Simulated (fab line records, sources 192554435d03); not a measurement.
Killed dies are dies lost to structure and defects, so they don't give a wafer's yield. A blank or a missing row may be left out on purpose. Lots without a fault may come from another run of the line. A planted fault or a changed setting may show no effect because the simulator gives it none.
fab line records | flow n5_finfet
record lots=11 wafers=31 last_day=17
route steps=1938 shown HKMG_FIN@440 BEOL_M4@1105 BEOL_M5@1114 PASSIVATION@1936
lots that met no fault: from a run of the same line without faults
start_h: hours from the record's first day to the start of the lot's first wafer shown | wait_h: hours since the lot's step before | " the same as in the row above | L1.1+2: a row that stands for several wafers | - no value, or no start given | * or withheld: withheld | < > ~ a bound
route shown NAME@n: a module of which the file shows steps, and the number in the route of the first | usual: mean/standard deviation of fault-free wafers | same: alike in all rows | chamber/n: place in a boat | sites: the reading at each site | _std_site: their standard deviation | _edge_site: outer sites' mean less inner sites' | radius_mm: how far each site lies from the wafer's centre | mask NAME#n: copy n | behind: the tool/chamber that last shaped the wafer | hold: why the lot was held/for how many hours/how that ended | device: the transistor (n, p or np) that didn't switch | end of line: the same wafers' tests at the end of the route | a step without rows: its recipe alone | killed: dies lost to structure and defects at the first sort, not the wafer's yield | map: a wafer's dies, x killed, . not, _ none there
set.NAME: the setting as run; set.NAME@STEP: as run at that earlier step | model.NAME: the simulator's own value behind a step, which no gauge read
steps of the route over a sample of lots; a table a step, a row a wafer
services: from which hour (start_h, from the record's first day; less than 0 if before it) a tool's chamber was out of use, for how many hours, and why
## steps
# step N5_HKMG_FIN_WET_ETCH_18
# recipe chemistry=SC1 target=TiN mix=1:1:5 temp_c=* time_s=55 target_depth_nm=5.2 dry=ipa_marangoni rinse_time_s=30 rinse_temp_c=23
# usual nh4oh_flow_mL_min=214.4/0.62
# columns lot.wafer tool chamber start_h wait_h nh4oh_flow_mL_min
L850.3 wet_bench-03 5 80.75 0.1 214.4
L850.5 " 4 " " 215.4
L850.6 " 2 " " 213.1
L852.2 wet_bench-02 3 94.80 0.1 215.0
L852.5 " 5 " " 214.8
L852.6 " 6 " " 214.1
L853.1 wet_bench-02 0 102.23 0.1 214.9
L853.3 " 1 " " 214.1
L853.6 " 5 " " 214.4
L854.3 wet_bench-02 1 105.74 0.1 214.3
L854.5 " 0 " " 214.0
L854.6 " 3 " " 214.2
L855.1 wet_bench-03 3 111.86 0.1 215.0
L855.4 " 7 " " 213.5
L855.5 " 2 " " 215.0
L856.4 wet_bench-02 3 119.72 0.1 214.4
L856.6 " 6 " " 214.3
L858.4 wet_bench-06 4 128.64 0.1 215.7
L858.5 " 1 " " 214.4
L858.6 " 2 " " 213.8
L863.1 wet_bench-03 0 160.36 0.1 214.1
L863.2 " 3 " " 213.9
L863.4 " 4 " " 214.7
L864.1 wet_bench-03 5 169.21 0.1 213.7
L864.4 " 0 " " 215.7
L864.6 " 4 " " 213.6
L870.2 wet_bench-06 1 200.55 0.1 215.0
L870.4 " 5 " " 213.4
L872.2 wet_bench-06 2 213.47 0.1 214.4
L872.3 " 3 " " 214.6
L872.6 " 0 " " 214.0
# step N5_BEOL_M4_PRE_CLEAN_60
# recipe gas=NH3/H2 time_s=15 temp_c=* rf_power_w=300
# usual heater_power_w=75/11
# columns lot.wafer tool chamber start_h wait_h heater_power_w
L850.3 cvd_co-01 2 159.37 0.0 79
L850.5 " 1 " " 56
L850.6 " 0 " " 65
L852.2 cvd_co-02 0 179.61 0.0 76
L852.5 " 1 " " 89
L852.6 " 0 " " 77
L853.1 cvd_co-01 0 184.74 0.0 65
L853.3 " 1 " " 54
L853.6 " 2 " " 78
L854.3 cvd_co-01 0 187.86 0.0 66
L854.5 " 1 " " 56
L854.6 " 0 " " 66
L855.1 cvd_co-01 2 192.54 0.0 78
L855.4 " 2 " " 79
L855.5 " 2 " " 79
L856.4 cvd_co-02 0 204.44 0.1 75
L856.6 " 2 " " 81
L858.4 cvd_co-01 2 205.91 0.1 80
L858.5 " 0 " " 65
L858.6 " 1 " " 55
L863.1 cvd_co-01 2 245.43 0.0 80
L863.2 " 1 " " 55
L863.4 " 0 " " 66
L864.1 cvd_co-02 2 256.38 0.0 83
L864.4 " 1 " " 88
L864.6 " 0 " " 76
L870.2 cvd_co-01 1 280.70 0.0 56
L870.4 " 1 " " 54
L872.2 cvd_co-02 2 297.58 0.0 84
L872.3 " 0 " " 75
L872.6 " 1 " " 86
# step N5_BEOL_M4_RS_MEAS_58
# recipe thk_meas_gauge=four-point-probe reads=Co_of_BEOL_M4_CO_CAP_55+Cu_of_BEOL_M4_ECD_50+Co_of_BEOL_M4_CVD_47+TaN_of_BEOL_M4_ALD_84
# usual M4_RS=0.68/0.032
# columns lot.wafer tool chamber start_h wait_h M4_RS[ohm/sq]
L850.3 film_metro-01 - 159.62 0.1 0.65
L850.5 " - " " 0.69
L850.6 " - " " 0.67
L852.2 film_metro-02 - 179.84 0.1 0.75
L852.5 " - " " 0.69
L852.6 " - " " 0.70
L853.1 film_metro-01 - 185.00 0.1 0.71
L853.3 " - " " 0.66
L853.6 " - " " 0.69
L854.3 film_metro-01 - 188.09 0.1 0.72
L854.5 " - " " 0.73
L854.6 " - " " 0.69
L855.1 film_metro-02 - 192.82 0.0 0.61
L855.4 " - " " 0.68
L855.5 " - " " 0.62
L856.4 film_metro-01 - 204.67 0.1 0.69
L856.6 " - " " 0.71
L858.4 film_metro-02 - 206.14 0.1 0.72
L858.5 " - " " 0.72
L858.6 " - " " 0.73
L863.1 film_metro-02 - 245.66 0.0 0.59
L863.2 " - " " 0.67
L863.4 " - " " 0.69
L864.1 film_metro-01 - 256.60 0.0 0.67
L864.4 " - " " 0.67
L864.6 " - " " 0.69
L870.2 film_metro-02 - 280.93 0.1 0.69
L870.4 " - " " 0.63
L872.2 film_metro-01 - 297.80 0.1 0.67
L872.3 " - " " 0.71
L872.6 " - " " 0.70
# step N5_BEOL_M4_RC_MEAS_101
# usual DIBL_N=36.3/1.6 DIBL_P=36.2/2.1 IOFF_N=0.16/0.031 IOFF_N_85C=3.1/0.49 IOFF_N_LIN=0.073/0.012 IOFF_N_LONG=5.47e-05/2.9e-06 IOFF_P=0.21/0.034 ION_N=673/11 ION_P=461/7.4 SS_N=71.6/0.55 SS_P=73.3/0.66 VT_N=251/3.2 VT_N_LONG=275.2/2.1 VT_N_LVT=99/3.5 VT_P=-251/3.5
# columns lot.wafer tool chamber start_h wait_h DIBL_N[mV/V] DIBL_P[mV/V] IOFF_N[nA/um] IOFF_N_85C[nA/um] IOFF_N_LIN[nA/um] IOFF_N_LONG[nA/um] IOFF_P[nA/um] ION_N[uA/um] ION_P[uA/um] SS_N[mV/dec] SS_P[mV/dec] VT_N[mV] VT_N_LONG[mV] VT_N_LVT[mV] VT_P[mV]
L850.3 prober-02 0 159.98 0.3 36.3 36.0 0.14 2.9 0.069 5.3e-05 0.21 683 471 71.0 73.8 254 278.0 100 -254
L850.5 " 0 " " 36.8 36.5 0.14 2.9 0.068 5.02e-05 0.21 665 462 71.5 73.4 253 276.6 101 -253
L850.6 " 0 " " 38.4 37.9 0.17 3.4 0.078 5.15e-05 0.25 676 464 71.2 74.0 250 274.8 98 -251
L852.2 prober-01 0 180.04 0.2 37.1 37.1 0.18 3.6 0.084 5.63e-05 0.21 673 458 72.1 74.2 248 273.2 96 -250
L852.5 " 0 " " 34.0 33.1 0.12 2.6 0.060 5.7e-05 0.16 648 447 71.8 72.7 254 269.2 103 -255
L852.6 " 0 " " 35.2 35.2 0.15 3.0 0.073 5.61e-05 0.18 679 456 72.0 73.1 250 270.9 98 -254
L853.1 prober-02 0 185.05 0.0 36.0 35.8 0.14 2.8 0.064 5.48e-05 0.22 661 460 72.0 73.4 255 277.6 105 -250
L853.3 " 0 " " 38.8 39.2 0.20 3.9 0.087 5.52e-05 0.28 679 467 71.9 74.3 249 274.6 100 -244
L853.6 " 0 " " 38.9 39.4 0.19 3.6 0.083 5.45e-05 0.28 675 473 72.2 74.7 248 275.1 101 -244
L854.3 prober-01 0 188.45 0.3 34.0 34.1 0.12 2.5 0.062 5.86e-05 0.20 665 465 70.5 73.1 253 272.9 102 -249
L854.5 " 0 " " 35.5 35.7 0.15 2.9 0.068 5.81e-05 0.21 666 461 70.8 73.2 251 273.1 101 -247
L854.6 " 0 " " 32.7 32.4 0.11 2.2 0.054 5.83e-05 0.18 669 468 70.6 72.9 256 272.3 105 -252
L855.1 prober-01 0 192.87 0.0 39.4 39.1 0.25 4.3 0.099 5.86e-05 0.27 681 460 72.0 74.2 244 273.4 92 -247
L855.4 " 0 " " 39.9 40.1 0.24 4.2 0.098 5.79e-05 0.28 683 461 72.9 74.2 245 273.5 94 -247
L855.5 " 0 " " 40.0 39.6 0.26 4.6 0.103 5.77e-05 0.28 683 464 72.5 73.5 246 272.7 92 -248
L856.4 prober-01 0 205.19 0.5 34.9 34.1 0.12 2.5 0.059 5.23e-05 0.17 655 452 70.8 72.7 253 278.2 102 -255
L856.6 " 0 " " 36.1 35.5 0.14 2.8 0.065 5.27e-05 0.18 669 454 71.9 72.6 255 277.1 101 -254
L858.4 prober-02 0 206.67 0.5 34.8 35.7 0.14 2.7 0.066 5.81e-05 0.18 652 452 70.9 72.8 247 274.6 99 -252
L858.5 " 0 " " 36.3 37.0 0.16 3.1 0.077 5.81e-05 0.19 679 461 71.2 73.4 250 273.6 96 -254
L858.6 " 0 " " 37.1 38.3 0.18 3.4 0.083 5.72e-05 0.22 665 455 71.7 74.2 246 272.9 95 -250
L863.1 prober-01 0 245.71 0.0 36.4 38.2 0.01 0.2 0.003 2.11e-05 0.25 481 474 71.8 73.9 338 366.0 188 -248
L863.2 " 0 " " 35.1 35.3 0.01 0.2 0.003 2.22e-05 0.19 470 457 71.4 73.2 341 366.2 193 -250
L863.4 " 0 " " 38.9 40.0 0.01 0.3 0.004 2.14e-05 0.27 479 467 72.6 74.5 339 366.8 186 -250
L864.1 prober-02 0 256.65 0.0 36.4 34.9 0.01 0.2 0.003 2.22e-05 0.19 473 457 71.6 72.7 338 369.9 192 -251
L864.4 " 0 " " 34.2 32.6 0.00 0.2 0.002 2.22e-05 0.16 451 451 71.2 71.4 347 366.7 194 -251
L864.6 " 0 " " 34.8 34.5 0.01 0.2 0.003 2.19e-05 0.19 462 459 70.7 73.0 345 364.0 191 -252
L870.2 prober-01 0 281.13 0.2 36.8 35.2 0.15 2.8 0.067 5.12e-05 0.19 667 454 71.3 73.0 253 277.6 103 -254
L870.4 " 0 " " 38.1 37.4 0.17 3.2 0.077 5.16e-05 0.21 689 464 71.6 74.0 246 276.9 100 -253
L872.2 prober-01 0 298.01 0.2 37.9 38.5 0.19 3.5 0.082 5.55e-05 0.23 687 466 71.7 74.6 248 273.7 97 -249
L872.3 " 0 " " 39.1 41.1 0.23 4.2 0.101 5.43e-05 0.28 697 472 73.3 74.0 245 275.8 92 -248
L872.6 " 0 " " 39.1 41.7 0.25 4.4 0.107 5.58e-05 0.29 708 478 72.5 74.3 243 274.5 92 -248
# step N5_BEOL_M5_THK_MEAS_01
# recipe reads=SiCOH_lowk_of_BEOL_M5_ILD_DEP_00
# usual M5_ILD_THK=121.6/1.7
# columns lot.wafer tool chamber start_h wait_h M5_ILD_THK[nm]
L850.3 film_metro-02 - 161.23 0.3 122.9
L850.5 " - " " 124.2
L850.6 " - " " 121.5
L852.2 film_metro-02 - 181.42 0.4 120.7
L852.5 " - " " 123.4
L852.6 " - " " 122.6
L853.1 film_metro-01 - 186.58 0.4 120.5
L853.3 " - " " 120.1
L853.6 " - " " 122.3
L854.3 film_metro-01 - 189.67 0.3 119.2
L854.5 " - " " 123.1
L854.6 " - " " 122.9
L855.1 film_metro-01 - 194.88 0.8 121.7
L855.4 " - " " 121.9
L855.5 " - " " 124.6
L856.4 film_metro-02 - 206.27 0.2 121.6
L856.6 " - " " 122.3
L858.4 film_metro-02 - 208.24 0.4 123.5
L858.5 " - " " 123.7
L858.6 " - " " 122.4
L863.1 film_metro-01 - 247.24 0.4 117.9
L863.2 " - " " 119.0
L863.4 " - " " 119.7
L864.1 film_metro-01 - 258.19 0.4 119.7
L864.4 " - " " 124.0
L864.6 " - " " 122.1
L870.2 film_metro-01 - 282.52 0.4 120.8
L870.4 " - " " 124.4
L872.2 film_metro-01 - 299.39 0.4 119.8
L872.3 " - " " 119.1
L872.6 " - " " 120.6
# step N5_PASSIVATION_PROBE_49
# usual defect_limited_yield=91.5/1.5 killed_at_M0_to_M3=32/9.4 killed_at_M4_up=12/5.1 killed_at_contacts=11/7.4 killed_at_front_end=41/11 killed_at_other=3.4/2.5 killed_dies=100/17 killed_open=65/14 killed_short=33/7 sort_bin_4_leakage=0.00/0.01 sort_bin_5_function=4.9/0.96 sort_bin_6_memory=3.1/0.7 sort_bin_8_speed=0.00/0.01 sort_n_pass=1080/17 sort_yield_pct=91.5/1.5
# same gross_dies=1180 killed_at_back_side=0
# columns lot.wafer tool chamber start_h wait_h defect_limited_yield[%] killed_at_M0_to_M3 killed_at_M4_up killed_at_contacts killed_at_front_end killed_at_other killed_dies killed_open killed_short sort_bin_4_leakage[%] sort_bin_5_function[%] sort_bin_6_memory[%] sort_bin_8_speed[%] sort_n_pass sort_yield_pct[%]
L863.1 prober-02 - 339.74 0.0 91.7 40 15 6 30 7 98 67 30 0 5.1 2.9 91.69 0 0
L863.2 prober-02 - 339.79 0.1 91.5 26 15 7 51 1 100 65 35 0 6.0 2.3 91.53 0 0
L863.4 prober-02 - 339.89 0.2 91.4 28 8 14 51 1 102 68 33 0 4.9 3.4 91.36 0 0
L864.1 prober-02 - 349.82 0.0 90.6 35 7 18 51 0 111 75 34 0 5.8 3.1 90.59 0 0
L864.4 prober-02 - 349.97 0.2 90.9 43 8 9 41 6 107 59 48 0 5.1 3.4 90.93 0 0
L864.6 prober-02 - 350.07 0.3 90.7 38 15 21 34 2 110 87 23 0 5.8 3.1 90.68 0 0
# killed by level:class
L863.1 BEOL_M0_SAQP:geometric_particle:short=12 BEOL_M0_SAQP:geometric_particle:open=12 BEOL_M1:geometric_particle:open=7 BEOL_M4:geometric_particle:open=6 PASS1_DEP:geometric_particle:open=6 DUMMY_GATE:geometric_particle:open=5 MOL_CONTACT_COAG:geometric_particle:open=5 BEOL_M3:geometric_particle:open=5
L863.2 STI_FIN_REVEAL:geometric_particle:open=14 FIN_SAQP:geometric_particle:short=12 BEOL_M0_SAQP:geometric_particle:short=8 BEOL_M0_SAQP:geometric_particle:open=8 FIN_SAQP:geometric_particle:open=7 MOL_CONTACT_COAG:geometric_particle:open=5 DUMMY_GATE:geometric_particle:open=4 GATE_CUT:geometric_particle:open=4
L863.4 FIN_SAQP:geometric_particle:open=15 MOL_CONTACT_COAG:geometric_particle:open=13 FIN_SAQP:geometric_particle:short=10 BEOL_M0_SAQP:geometric_particle:open=9 STI_FIN_REVEAL:geometric_particle:open=4 DUMMY_GATE:geometric_particle:open=4 BEOL_M2:geometric_particle:open=4 BEOL_M0_SAQP:geometric_particle:short=3
L864.1 FIN_SAQP:geometric_particle:open=17 MOL_CONTACT_COAG:geometric_particle:open=14 BEOL_M1:geometric_particle:open=12 FIN_SAQP:geometric_particle:short=9 GATE_CUT:geometric_particle:short=6 BEOL_M3:geometric_particle:open=6 BEOL_M2:geometric_particle:open=5 DUMMY_GATE:geometric_particle:open=4
L864.4 FIN_SAQP:geometric_particle:short=17 BEOL_M0_SAQP:geometric_particle:open=12 FIN_SAQP:geometric_particle:open=11 BEOL_M0_SAQP:geometric_particle:short=8 BEOL_M3:geometric_particle:open=8 MOL_CONTACT_COAG:geometric_particle:open=6 BEOL_M1:geometric_particle:open=4 PASS1_CAP:geometric_particle:short=4
L864.6 MOL_CONTACT_COAG:geometric_particle:open=17 FIN_SAQP:geometric_particle:open=10 BEOL_M0_SAQP:geometric_particle:open=9 BEOL_M2:geometric_particle:open=8 FIN_SAQP:geometric_particle:short=7 BEOL_M3:geometric_particle:open=7 BEOL_M5:geometric_particle:open=6 BEOL_M1:geometric_particle:open=6
## services
# columns tool chamber start_h hours kind
cvd_co-01 - 94.02 1.2 repair
cvd_co-02 1 114.67 - clean
cvd_co-02 1 114.67 22.0 scheduled_down
cvd_co-02 1 114.67 22.0 vent_cycle
wet_bench-02 - 130.13 4.9 repair
wet_bench-06 - 131.07 1.0 repair
cvd_co-02 - 136.33 2.8 pm
cvd_co-01 2 164.89 2.3 repair
cvd_co-01 0 192.50 9.5 repair
wet_bench-03 - 260.92 1.9 repair
## key
first_sign step=N5_BEOL_M4_RC_MEAS_101 reading=VT_N_LONG direction=up sigmas=44 usual=275.2 struck=366.6
effect step=N5_BEOL_M4_RC_MEAS_101 reading=VT_N direction=up sigmas=28 usual=251 struck=341
effect step=N5_BEOL_M4_RC_MEAS_101 reading=VT_N_LVT direction=up sigmas=26 usual=99 struck=191
effect step=N5_BEOL_M4_RC_MEAS_101 reading=ION_N direction=down sigmas=18 usual=673 struck=469
effect step=N5_BEOL_M4_RC_MEAS_101 reading=IOFF_N_LONG direction=down sigmas=12 usual=5.47e-05 struck=2.19e-05
effect step=N5_BEOL_M4_RC_MEAS_101 reading=IOFF_N_LIN direction=down sigmas=6.1 usual=0.073 struck=0.003
effect step=N5_BEOL_M4_RC_MEAS_101 reading=IOFF_N_85C direction=down sigmas=5.8 usual=3.1 struck=0.2
effect step=N5_BEOL_M4_RC_MEAS_101 reading=IOFF_N direction=down sigmas=4.9 usual=0.16 struck=0.01
effect step=N5_PASSIVATION_PROBE_49 reading=sort_bin_8_speed direction=up sigmas=99+ usual=0.00 struck=91.13
met_at N5_HKMG_FIN_WET_ETCH_18
struck_lots L863,L864
not_acting_at N5_BEOL_M4_PRE_CLEAN_60,N5_BEOL_M4_RS_MEAS_58,N5_BEOL_M5_THK_MEAS_01
onset_between 111.86 160.36
fault kind=process_parameter_drift tool=wet_bench-03 chamber=- onset_h=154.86 steps=N5_HKMG_FIN_WET_ETCH_18 channel=time_s offset=* shape=step end_h=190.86 acts_in=* stated=*
